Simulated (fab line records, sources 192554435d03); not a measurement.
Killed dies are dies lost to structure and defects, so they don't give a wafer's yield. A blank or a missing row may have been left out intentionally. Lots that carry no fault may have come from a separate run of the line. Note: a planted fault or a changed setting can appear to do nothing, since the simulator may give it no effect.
What tool caused it? :: flow n5-finfet :: 30 wafers from 11 lots sampled at 4 of the route's 1938 steps

== WHAT THE GAUGES SHOWED, per wafer ==
N5_BEOL_M7_OCD_MEAS_38. Usual: trench-depth-nm 92.8 nm, standard deviation 2.3.
lot: L138
measured: day 9 13:17
on: ocd-02
trench-depth-nm (nm): 96.1 91.9
flag: 

lot: L143
measured: day 10 13:32
on: ocd-01
trench-depth-nm (nm): 92.0 91.6
flag: 

lot: L141
measured: day 10 13:47
on: ocd-02
trench-depth-nm (nm): 91.8 91.5
flag: 

lot: L146
measured: day 11 12:27
on: ocd-01
trench-depth-nm (nm): 91.4 95.0 94.5
flag: 

lot: L147
measured: day 11 22:23
on: ocd-02
trench-depth-nm (nm): 91.9 93.8 93.1
flag: 

lot: L149
measured: day 11 23:07
on: ocd-02
trench-depth-nm (nm): 94.6 92.2 96.1
flag: 

lot: L148
measured: day 12 08:13
on: ocd-01
trench-depth-nm (nm): 94.1 90.8 89.7
flag: 

lot: L152
measured: day 12 08:37
on: ocd-02
trench-depth-nm (nm): 90.7 95.1 96.5
flag: 

lot: L154
measured: day 13 11:10
on: ocd-01
trench-depth-nm (nm): 95.6 96.1 91.8
flag: 

lot: L159
measured: day 15 07:48
on: ocd-02
trench-depth-nm (nm): 100.7 94.6 92.6
flag: 

lot: L161
measured: day 15 11:53
on: ocd-01
trench-depth-nm (nm): 96.0 91.2 95.3
flag: 

N5_BEOL_M7_CD_MEAS_35: target cd 40 nm. Usual: cd-nm 39.7 nm, standard deviation 0.79.
lot: L138
measured: day 9 13:26
on: cd-sem-01
cd-nm (nm): 39.6 39.7
flag: 

lot: L143
measured: day 10 13:41
on: cd-sem-01
cd-nm (nm): 40.6 38.7
flag: 

lot: L141
measured: day 10 13:57
on: cd-sem-02
cd-nm (nm): 40.1 39.4
flag: 

lot: L146
measured: day 11 12:37
on: cd-sem-02
cd-nm (nm): 39.2 38.9 40.9
flag: 

lot: L147
measured: day 11 22:32
on: cd-sem-01
cd-nm (nm): 40.6 40.3 40.7
flag: 

lot: L149
measured: day 11 23:16
on: cd-sem-01
cd-nm (nm): 39.8 38.8 40.4
flag: 

lot: L148
measured: day 12 08:23
on: cd-sem-03
cd-nm (nm): 39.9 40.2 40.4
flag: 

lot: L152
measured: day 12 08:46
on: cd-sem-01
cd-nm (nm): 38.8 41.0 38.9
flag: 

lot: L154
measured: day 13 11:25
on: cd-sem-01
cd-nm (nm): 39.3 38.9 39.2
flag: 

lot: L159
measured: day 15 07:57
on: cd-sem-01
cd-nm (nm): 39.5 39.0 37.4
flag: 

lot: L161
measured: day 15 12:02
on: cd-sem-01
cd-nm (nm): 38.8 38.9 39.3
flag: 

== TOOL THAT RAN EACH LOT (tool first, then ch and the chambers of the sampled wafers, then the start) ==
lot: L138
N5_BEOL_M7_DESCUM_33: rie-diel-03 ch 0,2, day 9 12:52
N5_BEOL_M7_TRENCH_ETCH_37: rie-diel-03 ch 0,2, day 9 13:08

lot: L143
N5_BEOL_M7_DESCUM_33: rie-diel-01 ch 0,2, day 10 13:07
N5_BEOL_M7_TRENCH_ETCH_37: rie-diel-01 ch 0,2, day 10 13:23

lot: L141
N5_BEOL_M7_DESCUM_33: rie-diel-03 ch 0,1, day 10 13:22
N5_BEOL_M7_TRENCH_ETCH_37: rie-diel-03 ch 0,1, day 10 13:38

lot: L146
N5_BEOL_M7_DESCUM_33: rie-diel-02 ch 0,1,3, day 11 12:01
N5_BEOL_M7_TRENCH_ETCH_37: rie-diel-02 ch 0,1,3, day 11 12:18

lot: L147
N5_BEOL_M7_DESCUM_33: rie-diel-01 ch 1,2,3, day 11 21:57
N5_BEOL_M7_TRENCH_ETCH_37: rie-diel-01 ch 1,2,3, day 11 22:14

lot: L149
N5_BEOL_M7_DESCUM_33: rie-diel-02 ch 0,1,3, day 11 22:41
N5_BEOL_M7_TRENCH_ETCH_37: rie-diel-02 ch 0,1,3, day 11 22:57

lot: L148
N5_BEOL_M7_DESCUM_33: rie-diel-02 ch 0,1,2, day 12 07:47
N5_BEOL_M7_TRENCH_ETCH_37: rie-diel-02 ch 0,1,2, day 12 08:04

lot: L152
N5_BEOL_M7_DESCUM_33: rie-diel-03 ch 0,2, day 12 08:11
N5_BEOL_M7_TRENCH_ETCH_37: rie-diel-03 ch 0,2, day 12 08:28

lot: L154
N5_BEOL_M7_DESCUM_33: rie-diel-03 ch 0,1,2, day 13 10:44
N5_BEOL_M7_TRENCH_ETCH_37: rie-diel-03 ch 0,1,2, day 13 11:01

lot: L159
N5_BEOL_M7_DESCUM_33: rie-diel-01 ch 0,1,3, day 15 07:22
N5_BEOL_M7_TRENCH_ETCH_37: rie-diel-01 ch 0,1,3, day 15 07:38

lot: L161
N5_BEOL_M7_DESCUM_33: rie-diel-03 ch 0,2, day 15 11:28
N5_BEOL_M7_TRENCH_ETCH_37: rie-diel-03 ch 0,2, day 15 11:44
- N5_BEOL_M7_DESCUM_33: chemistry O2, time 7 s.
- N5_BEOL_M7_TRENCH_ETCH_37: etches SiCOH lowk in C4F6/O2, target depth 93.478 nm, time 31.2 s.

== AS READ BY THE TOOLS THEMSELVES (means over the sampled wafers that have a number; for cases with no such wafer, the mark the record gives instead) ==
N5_BEOL_M7_DESCUM_33. Usual: drypump-motor-current-A 5.6 A, standard deviation 0.41; oes-product-au 0.77 a.u., standard deviation 0.091; rf-vpp-V 242.8 V, standard deviation 1.4; showerhead-plenum-p-Torr 2.07 Torr, standard deviation 0.071; throttle-valve-pct 20.57 %, standard deviation 0.28.
lot: L138
tool: rie-diel-03
drypump-motor-current-A (A): 5.7
oes-product-au (a.u.): 0.86
rf-vpp-V (V): 243.8
showerhead-plenum-p-Torr (Torr): 2.12
throttle-valve-pct (%): 20.72
flag: 

lot: L143
tool: rie-diel-01
drypump-motor-current-A (A): 6.2
oes-product-au (a.u.): 0.73
rf-vpp-V (V): 243.9
showerhead-plenum-p-Torr (Torr): 2.13
throttle-valve-pct (%): 20.26
flag: 

lot: L141
tool: rie-diel-03
drypump-motor-current-A (A): 5.2
oes-product-au (a.u.): 0.69
rf-vpp-V (V): 242.9
showerhead-plenum-p-Torr (Torr): 2.12
throttle-valve-pct (%): 20.84
flag: 

lot: L146
tool: rie-diel-02
drypump-motor-current-A (A): 5.5
oes-product-au (a.u.): 0.82
rf-vpp-V (V): 243.2
showerhead-plenum-p-Torr (Torr): 2.09
throttle-valve-pct (%): 20.43
flag: 

lot: L147
tool: rie-diel-01
drypump-motor-current-A (A): 5.8
oes-product-au (a.u.): 0.72
rf-vpp-V (V): 241.2
showerhead-plenum-p-Torr (Torr): 2.05
throttle-valve-pct (%): 20.60
flag: 

lot: L149
tool: rie-diel-02
drypump-motor-current-A (A): 5.5
oes-product-au (a.u.): 0.82
rf-vpp-V (V): 243.5
showerhead-plenum-p-Torr (Torr): 2.09
throttle-valve-pct (%): 20.43
flag: 

lot: L148
tool: rie-diel-02
drypump-motor-current-A (A): 5.7
oes-product-au (a.u.): 0.80
rf-vpp-V (V): 243.6
showerhead-plenum-p-Torr (Torr): 2.08
throttle-valve-pct (%): 20.44
flag: 

lot: L152
tool: rie-diel-03
drypump-motor-current-A (A): 5.7
oes-product-au (a.u.): 0.84
rf-vpp-V (V): 242.9
showerhead-plenum-p-Torr (Torr): 2.09
throttle-valve-pct (%): 20.72
flag: 

lot: L154
tool: rie-diel-03
drypump-motor-current-A (A): 5.5
oes-product-au (a.u.): 0.84
rf-vpp-V (V): 243.4
showerhead-plenum-p-Torr (Torr): 2.09
throttle-valve-pct (%): 20.68
flag: 

lot: L159
tool: rie-diel-01
drypump-motor-current-A (A): 5.9
oes-product-au (a.u.): 0.70
rf-vpp-V (V): 241.5
showerhead-plenum-p-Torr (Torr): 2.01
throttle-valve-pct (%): 20.69
flag: 

lot: L161
tool: rie-diel-03
drypump-motor-current-A (A): 5.7
oes-product-au (a.u.): 0.82
rf-vpp-V (V): 242.4
showerhead-plenum-p-Torr (Torr): 2.08
throttle-valve-pct (%): 20.75
flag: 

N5_BEOL_M7_TRENCH_ETCH_37. Usual: drypump-motor-current-A 5.6 A, standard deviation 0.4; oes-product-au 0.77 a.u., standard deviation 0.092; rf-vpp-V 663 V, standard deviation 16; showerhead-plenum-p-Torr 2.80 Torr, standard deviation 0.086; throttle-valve-pct 21.01 %, standard deviation 0.27.
lot: L138
tool: rie-diel-03
drypump-motor-current-A (A): 5.7
oes-product-au (a.u.): 0.87
rf-vpp-V (V): 663
showerhead-plenum-p-Torr (Torr): 2.84
throttle-valve-pct (%): 20.99
flag: 

lot: L143
tool: rie-diel-01
drypump-motor-current-A (A): 6.2
oes-product-au (a.u.): 0.73
rf-vpp-V (V): 676
showerhead-plenum-p-Torr (Torr): 2.87
throttle-valve-pct (%): 20.60
flag: 

lot: L141
tool: rie-diel-03
drypump-motor-current-A (A): 5.2
oes-product-au (a.u.): 0.69
rf-vpp-V (V): 664
showerhead-plenum-p-Torr (Torr): 2.87
throttle-valve-pct (%): 21.30
flag: 

lot: L146
tool: rie-diel-02
drypump-motor-current-A (A): 5.5
oes-product-au (a.u.): 0.82
rf-vpp-V (V): 666
showerhead-plenum-p-Torr (Torr): 2.85
throttle-valve-pct (%): 20.92
flag: 

lot: L147
tool: rie-diel-01
drypump-motor-current-A (A): 5.8
oes-product-au (a.u.): 0.71
rf-vpp-V (V): 669
showerhead-plenum-p-Torr (Torr): 2.77
throttle-valve-pct (%): 21.02
flag: 

lot: L149
tool: rie-diel-02
drypump-motor-current-A (A): 5.5
oes-product-au (a.u.): 0.83
rf-vpp-V (V): 665
showerhead-plenum-p-Torr (Torr): 2.84
throttle-valve-pct (%): 20.92
flag: 

lot: L148
tool: rie-diel-02
drypump-motor-current-A (A): 5.7
oes-product-au (a.u.): 0.79
rf-vpp-V (V): 661
showerhead-plenum-p-Torr (Torr): 2.84
throttle-valve-pct (%): 21.01
flag: 

lot: L152
tool: rie-diel-03
drypump-motor-current-A (A): 5.7
oes-product-au (a.u.): 0.85
rf-vpp-V (V): 657
showerhead-plenum-p-Torr (Torr): 2.80
throttle-valve-pct (%): 20.97
flag: 

lot: L154
tool: rie-diel-03
drypump-motor-current-A (A): 5.4
oes-product-au (a.u.): 0.85
rf-vpp-V (V): 659
showerhead-plenum-p-Torr (Torr): 2.82
throttle-valve-pct (%): 21.06
flag: 

lot: L159
tool: rie-diel-01
drypump-motor-current-A (A): 5.9
oes-product-au (a.u.): 0.71
rf-vpp-V (V): 674
showerhead-plenum-p-Torr (Torr): 2.72
throttle-valve-pct (%): 21.07
flag: 

lot: L161
tool: rie-diel-03
drypump-motor-current-A (A): 5.7
oes-product-au (a.u.): 0.83
rf-vpp-V (V): 658
showerhead-plenum-p-Torr (Torr): 2.79
throttle-valve-pct (%): 21.01
flag: 

== THE ANSWER, worked out from the rows above alone ==
Rule: take the mean of a lot's wafers that have a number; if it is more than 3 standard deviations from the usual mean, the lot is off. Also off: a lot with no number at a reading for which 4 or more lots have one. Any other lot the step has rows for is counted as sound. Order of review: gauges by route order, followed by the tools' own readings, for which a lot's mean as printed above is used. The first step at which some lot is off is used, and at that step the reading that is off furthest; a lot without a number counts as furthest.
No lot is off at any reading shown: from this, nothing can be told.

== WHAT THE SIMULATOR PUT IN ==
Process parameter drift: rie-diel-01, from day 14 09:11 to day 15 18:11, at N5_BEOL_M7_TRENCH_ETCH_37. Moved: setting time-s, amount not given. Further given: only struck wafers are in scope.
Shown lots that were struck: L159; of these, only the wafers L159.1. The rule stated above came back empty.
